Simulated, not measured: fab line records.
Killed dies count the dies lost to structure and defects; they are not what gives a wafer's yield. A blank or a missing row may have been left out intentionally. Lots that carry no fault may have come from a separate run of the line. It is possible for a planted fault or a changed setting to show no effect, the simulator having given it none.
Split-lot experiment :: flow n5-finfet :: on a route of 1938 steps: 7 lots, 39 wafers read

== ABOUT THE SPLIT ==
At N5_BEOL_M1_ETCH_64 (etches SOC in N2/H2, target depth 75 nm, overetch 15 nm, time 112.5 s), the setting time-s was moved away from the recipe's 112.5 s on 18 of the 39 wafers read, by -54.9% to +21.6%. The other wafers ran this setting at the recipe's value.

== FROM THE SPLIT TO THE READING: what the file shows between them, 3 steps ==
- N5_BEOL_M1_STRIP_65: strips in N2/H2
- N5_BEOL_M1_STRIP_75: strips in N2/H2
- N5_BEOL_M1_STRIP_66: strips in CF4

== THE READING ==
BEOL_M1.cd-offset-nm (the simulator's own value, which no gauge read), in nm, at N5_BEOL_M1_HM_OPEN_17 (chemistry Cl2/BCl3, target TiN, target depth 20 nm, overetch 6 nm). The file gives no usual value for it. The 21 wafers here that ran the recipe average -0.2 nm, standard deviation 0.24 nm.

wafer: L077.1
tool, chamber at the split: rie-diel-05, 3
time-s as run, s: 112.5
against the recipe: recipe
BEOL_M1.cd-offset-nm, nm: -0.2
against lot-mates on the recipe: -

wafer: L077.2
tool, chamber at the split: rie-diel-05, 2
time-s as run, s: 112.5
against the recipe: recipe
BEOL_M1.cd-offset-nm, nm: -0.4
against lot-mates on the recipe: -

wafer: L077.5
tool, chamber at the split: rie-diel-05, 2
time-s as run, s: 112.5
against the recipe: recipe
BEOL_M1.cd-offset-nm, nm: -0.4
against lot-mates on the recipe: -

wafer: L077.3
tool, chamber at the split: rie-diel-05, 1
time-s as run, s: 80.93
against the recipe: -28.1%
BEOL_M1.cd-offset-nm, nm: -0.8
against lot-mates on the recipe: -0.5

wafer: L077.4
tool, chamber at the split: rie-diel-05, 0
time-s as run, s: 80.93
against the recipe: -28.1%
BEOL_M1.cd-offset-nm, nm: -1
against lot-mates on the recipe: -0.7

wafer: L077.6
tool, chamber at the split: rie-diel-05, 3
time-s as run, s: 80.93
against the recipe: -28.1%
BEOL_M1.cd-offset-nm, nm: -0.6
against lot-mates on the recipe: -0.3

wafer: L078.1
tool, chamber at the split: rie-diel-04, 1
time-s as run, s: 112.5
against the recipe: recipe
BEOL_M1.cd-offset-nm, nm: 0
against lot-mates on the recipe: -

wafer: L078.2
tool, chamber at the split: rie-diel-04, 3
time-s as run, s: 112.5
against the recipe: recipe
BEOL_M1.cd-offset-nm, nm: -0.4
against lot-mates on the recipe: -

wafer: L078.3
tool, chamber at the split: rie-diel-04, 0
time-s as run, s: 112.5
against the recipe: recipe
BEOL_M1.cd-offset-nm, nm: -0.2
against lot-mates on the recipe: -

wafer: L078.4
tool, chamber at the split: rie-diel-04, 2
time-s as run, s: 76.68
against the recipe: -31.8%
BEOL_M1.cd-offset-nm, nm: -0.6
against lot-mates on the recipe: -0.4

wafer: L078.5
tool, chamber at the split: rie-diel-04, 2
time-s as run, s: 76.68
against the recipe: -31.8%
BEOL_M1.cd-offset-nm, nm: -0.6
against lot-mates on the recipe: -0.4

wafer: L078.6
tool, chamber at the split: rie-diel-04, 1
time-s as run, s: 76.68
against the recipe: -31.8%
BEOL_M1.cd-offset-nm, nm: -1
against lot-mates on the recipe: -0.8

wafer: L079.1
tool, chamber at the split: rie-diel-04, 2
time-s as run, s: 112.5
against the recipe: recipe
BEOL_M1.cd-offset-nm, nm: 0.2
against lot-mates on the recipe: -

wafer: L079.2
tool, chamber at the split: rie-diel-04, 3
time-s as run, s: 112.5
against the recipe: recipe
BEOL_M1.cd-offset-nm, nm: -0.2
against lot-mates on the recipe: -

wafer: L079.3
tool, chamber at the split: rie-diel-04, 1
time-s as run, s: 50.72
against the recipe: -54.9%
BEOL_M1.cd-offset-nm, nm: -1.2
against lot-mates on the recipe: -1.1

wafer: L079.4
tool, chamber at the split: rie-diel-04, 0
time-s as run, s: 50.72
against the recipe: -54.9%
BEOL_M1.cd-offset-nm, nm: -1.4
against lot-mates on the recipe: -1.3

wafer: L079.5
tool, chamber at the split: rie-diel-04, 3
time-s as run, s: 112.5
against the recipe: recipe
BEOL_M1.cd-offset-nm, nm: -0.4
against lot-mates on the recipe: -

wafer: L079.6
tool, chamber at the split: rie-diel-04, 2
time-s as run, s: 50.72
against the recipe: -54.9%
BEOL_M1.cd-offset-nm, nm: -1
against lot-mates on the recipe: -0.9

wafer: L081.1
tool, chamber at the split: rie-diel-03, 2
time-s as run, s: 112.5
against the recipe: recipe
BEOL_M1.cd-offset-nm, nm: -0.2
against lot-mates on the recipe: -

wafer: L081.2
tool, chamber at the split: rie-diel-03, 0
time-s as run, s: 112.5
against the recipe: recipe
BEOL_M1.cd-offset-nm, nm: -0.4
against lot-mates on the recipe: -

wafer: L081.4
tool, chamber at the split: rie-diel-03, 1
time-s as run, s: 112.5
against the recipe: recipe
BEOL_M1.cd-offset-nm, nm: 0.2
against lot-mates on the recipe: -

wafer: L088.1
tool, chamber at the split: rie-diel-05, 0
time-s as run, s: 136.8
against the recipe: +21.6%
BEOL_M1.cd-offset-nm, nm: 0
against lot-mates on the recipe: +0.4

wafer: L088.4
tool, chamber at the split: rie-diel-05, 2
time-s as run, s: 136.8
against the recipe: +21.6%
BEOL_M1.cd-offset-nm, nm: 0
against lot-mates on the recipe: +0.4

wafer: L088.2
tool, chamber at the split: rie-diel-05, 3
time-s as run, s: 136.8
against the recipe: +21.6%
BEOL_M1.cd-offset-nm, nm: 0.6
against lot-mates on the recipe: +1.0

wafer: L088.3
tool, chamber at the split: rie-diel-05, 1
time-s as run, s: 112.5
against the recipe: recipe
BEOL_M1.cd-offset-nm, nm: -0.4
against lot-mates on the recipe: -

wafer: L088.5
tool, chamber at the split: rie-diel-05, 1
time-s as run, s: 112.5
against the recipe: recipe
BEOL_M1.cd-offset-nm, nm: -0.2
against lot-mates on the recipe: -

wafer: L088.6
tool, chamber at the split: rie-diel-05, 0
time-s as run, s: 112.5
against the recipe: recipe
BEOL_M1.cd-offset-nm, nm: -0.6
against lot-mates on the recipe: -

wafer: L090.1
tool, chamber at the split: rie-diel-04, 0
time-s as run, s: 112.5
against the recipe: recipe
BEOL_M1.cd-offset-nm, nm: 0
against lot-mates on the recipe: -

wafer: L090.6
tool, chamber at the split: rie-diel-04, 0
time-s as run, s: 112.5
against the recipe: recipe
BEOL_M1.cd-offset-nm, nm: 0
against lot-mates on the recipe: -

wafer: L090.2
tool, chamber at the split: rie-diel-04, 3
time-s as run, s: 69.75
against the recipe: -38.0%
BEOL_M1.cd-offset-nm, nm: -1.2
against lot-mates on the recipe: -1.3

wafer: L090.3
tool, chamber at the split: rie-diel-04, 1
time-s as run, s: 69.75
against the recipe: -38.0%
BEOL_M1.cd-offset-nm, nm: -0.8
against lot-mates on the recipe: -0.9

wafer: L090.5
tool, chamber at the split: rie-diel-04, 3
time-s as run, s: 69.75
against the recipe: -38.0%
BEOL_M1.cd-offset-nm, nm: -0.8
against lot-mates on the recipe: -0.9

wafer: L090.4
tool, chamber at the split: rie-diel-04, 1
time-s as run, s: 112.5
against the recipe: recipe
BEOL_M1.cd-offset-nm, nm: 0.2
against lot-mates on the recipe: -

wafer: L091.1
tool, chamber at the split: rie-diel-03, 1
time-s as run, s: 112.5
against the recipe: recipe
BEOL_M1.cd-offset-nm, nm: 0
against lot-mates on the recipe: -

wafer: L091.2
tool, chamber at the split: rie-diel-03, 3
time-s as run, s: 73.2
against the recipe: -34.9%
BEOL_M1.cd-offset-nm, nm: -0.8
against lot-mates on the recipe: -0.8

wafer: L091.4
tool, chamber at the split: rie-diel-03, 0
time-s as run, s: 73.2
against the recipe: -34.9%
BEOL_M1.cd-offset-nm, nm: -0.8
against lot-mates on the recipe: -0.8

wafer: L091.6
tool, chamber at the split: rie-diel-03, 3
time-s as run, s: 73.2
against the recipe: -34.9%
BEOL_M1.cd-offset-nm, nm: -0.8
against lot-mates on the recipe: -0.8

wafer: L091.3
tool, chamber at the split: rie-diel-03, 0
time-s as run, s: 112.5
against the recipe: recipe
BEOL_M1.cd-offset-nm, nm: 0.2
against lot-mates on the recipe: -

wafer: L091.5
tool, chamber at the split: rie-diel-03, 1
time-s as run, s: 112.5
against the recipe: recipe
BEOL_M1.cd-offset-nm, nm: -0.2
against lot-mates on the recipe: -

THE FIT
A straight line over all 39 wafers: BEOL_M1.cd-offset-nm changes by +0.019 nm for each +1% of time-s; r = +0.88; the points scatter about the line by 0.22 nm.
The same after taking each lot's own level away (the mean of its wafers on the recipe; 39 wafers): +0.0216 nm for each +1%; r = +0.92; scatter 0.21 nm.
On that fit, the largest move of time-s shifts the reading by 1.2 nm.
The lots' own levels span -0.40 to 0.07 nm, that is 2.0 times the standard deviation above.
In other words, the slope is changed by the lot-to-lot level; the two fits disagree.
Check: for one of the wafers moved furthest among these (-54.9%), held out of the fit, the line's prediction against its lot-mates is -1.18 nm. It came out at -1.07 nm against them.

== FURTHER SPLITS ON THESE WAFERS ==
Other splits were also applied to these wafers ahead of the reading. Each is held against what the fit with the lots' levels taken away leaves over:
other split on the same wafers: N5_FIN_SAQP_ETCH_65 time-s
wafers away from the commonest value: 18
r with BEOL_M1.cd-offset-nm (lot level and that fit taken away): +0.36

other split on the same wafers: N5_STI_FIN_REVEAL_ETCHBACK_08 target-depth-a
wafers away from the commonest value: 6
r with BEOL_M1.cd-offset-nm (lot level and that fit taken away): -0.34

other split on the same wafers: N5_HKMG_FIN_DESCUM_53 time-s
wafers away from the commonest value: 15
r with BEOL_M1.cd-offset-nm (lot level and that fit taken away): -0.26

other split on the same wafers: N5_HKMG_FIN_ALD_72 ald-cycles
wafers away from the commonest value: 15
r with BEOL_M1.cd-offset-nm (lot level and that fit taken away): -0.05

== THE WHOLE CHAIN: every reading that the file lists as answering this split, in the file's order ==
step: N5_BEOL_M1_ETCH_64
what it does: etches SOC in N2/H2, target depth 75 nm, overetch 15 nm, time 112.5 s
reading: etch.depth-nm (the simulator's own value, which no gauge read)
change (the file's fit): not straight: 40.76 at the lowest setting, 60 at the recipe, 59.99 at the highest
r (the file's): not given

step: N5_BEOL_M1_ETCH_64
what it does: etches SOC in N2/H2, target depth 75 nm, overetch 15 nm, time 112.5 s
reading: SiARC_of_BEOL_M1_COAT_62.thk-nm (the simulator's own value, which no gauge read)
change (the file's fit): -0.0508 nm for each +1% of the setting
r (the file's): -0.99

step: N5_BEOL_M1_ETCH_64
what it does: etches SOC in N2/H2, target depth 75 nm, overetch 15 nm, time 112.5 s
reading: BEOL_M1.cd-offset-nm (the simulator's own value, which no gauge read)
change (the file's fit): +0.02 nm for each +1% of the setting
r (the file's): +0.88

step: N5_BEOL_M1_HM_OPEN_17
what it does: chemistry Cl2/BCl3, target TiN, target depth 20 nm, overetch 6 nm
reading: BEOL_M1.cd-offset-nm (the simulator's own value, which no gauge read)
change (the file's fit): +0.0211 nm for each +1% of the setting
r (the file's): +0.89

== THE FILE'S OWN FIT ==
BEOL_M1.cd-offset-nm changes by +0.0211 nm for each +1% of time-s, r = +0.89.
